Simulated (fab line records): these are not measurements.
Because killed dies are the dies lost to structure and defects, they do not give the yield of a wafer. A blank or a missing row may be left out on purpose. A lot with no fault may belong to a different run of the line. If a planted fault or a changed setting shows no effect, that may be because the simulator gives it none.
Problem report, 8D (eight disciplines) form, completed by code -- flow n5-finfet -- the parts of the form that need people (team, actions taken, sign-off) are left out

1. PROBLEM STATEMENT
Mean of spin-speed-rpm at N5_HKMG_FIN_COAT_66: 1462.5 rpm across 6 wafers in 2 lots; on wafers with no fault it is 1499.9 rpm (standard deviation 0.9). That puts it -42 standard deviations away from the usual mean.
The step: time 60 s, resist thk 300 nm.
The first sign was on wafer L590.2 at day 5 18:05, on litho-track-05. Wafers with a number at this step in the record: 18, from 6 lots. Rule for "out", or "out of limits": more than 4 standard deviations from the usual mean. The rest of the wafers with a number are treated as sound.

2. WHAT THIS IS AND IS NOT
question,is,is not
which readings at this step,spin-speed-rpm,exhaust-pa
which lots,"L590, L591","L588, L603, L606, L607"
which wafers of those lots,all that have a number,-
read on which tools,litho-track-05,litho-track-01
when,from day 5 18:05,"up to then (3 sound wafers); but 9 sound wafers of L603, L606, L607 came after"

3. THE SUSPECTS, EACH WITH WHAT RULES IT OUT
Counting: any tool at a process step up to the reading is kept as a suspect provided that every lot that is out went through it and no sound lot did after the first of them.
- plasma-asher-02 at N5_HKMG_FIN_STRIP_19 (strips in N2/H2, time 360 s): kept. It ran every lot that is out, first L590 (day 5 16:13), and no sound lot after that.
- rie-diel-05 at N5_HKMG_FIN_ETCH_86 (etches SOC in N2/H2, stops on TiN, target depth 393.2 nm): kept. It ran every lot that is out, first L590 (day 5 17:04), and no sound lot after that; its last sound lot up to then is L588 (day 5 05:05).
- litho-track-05 at N5_HKMG_FIN_COAT_66 (time 60 s, resist thk 300 nm): kept. It ran every lot that is out, first L590 (day 5 18:05), and no sound lot after that; its last sound lot up to then is L588 (day 5 06:10). Its own readings are out on those wafers: spin-speed-rpm.
plasma-asher-02 at N5_HKMG_FIN_STRIP_19, rie-diel-05 at N5_HKMG_FIN_ETCH_86 and litho-track-05 at N5_HKMG_FIN_COAT_66 are what is left after counting.

4. THE CAUSE (what the simulator had put in)
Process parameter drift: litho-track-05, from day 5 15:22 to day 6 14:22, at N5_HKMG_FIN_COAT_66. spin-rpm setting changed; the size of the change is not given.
Counting left 3 suspects, and this tool is among them.

5. THE CHAIN OF EFFECTS, in route order
Rows list readings where the struck wafers' mean (over those with a number) sits beyond 3 standard deviations from the usual. Only readings for which the record gives a usual standard deviation are gone through. hours: the time from each lot's start at the first step in this table that gives one to its start at this step, as a median over the lots. sigmas: the change in usual standard deviations.
hours,step,reading,usual,on struck wafers,change,sigmas
0,N5_HKMG_FIN_COAT_66,spin-speed-rpm,1499.9 rpm,1462.5,-37.4,-42
Its process steps:
- N5_HKMG_FIN_COAT_66: time 60 s, resist thk 300 nm.
Later steps that measure or inspect, where all struck wafers having a row at the step show a number for every such reading and not one has moved that far: N5_BEOL_M4_RC_MEAS_101.

6. WHAT WOULD HAVE CAUGHT IT SOONER
In this record the first reading out of limits was taken at day 5 18:05, 3 hours after the fault began at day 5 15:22.
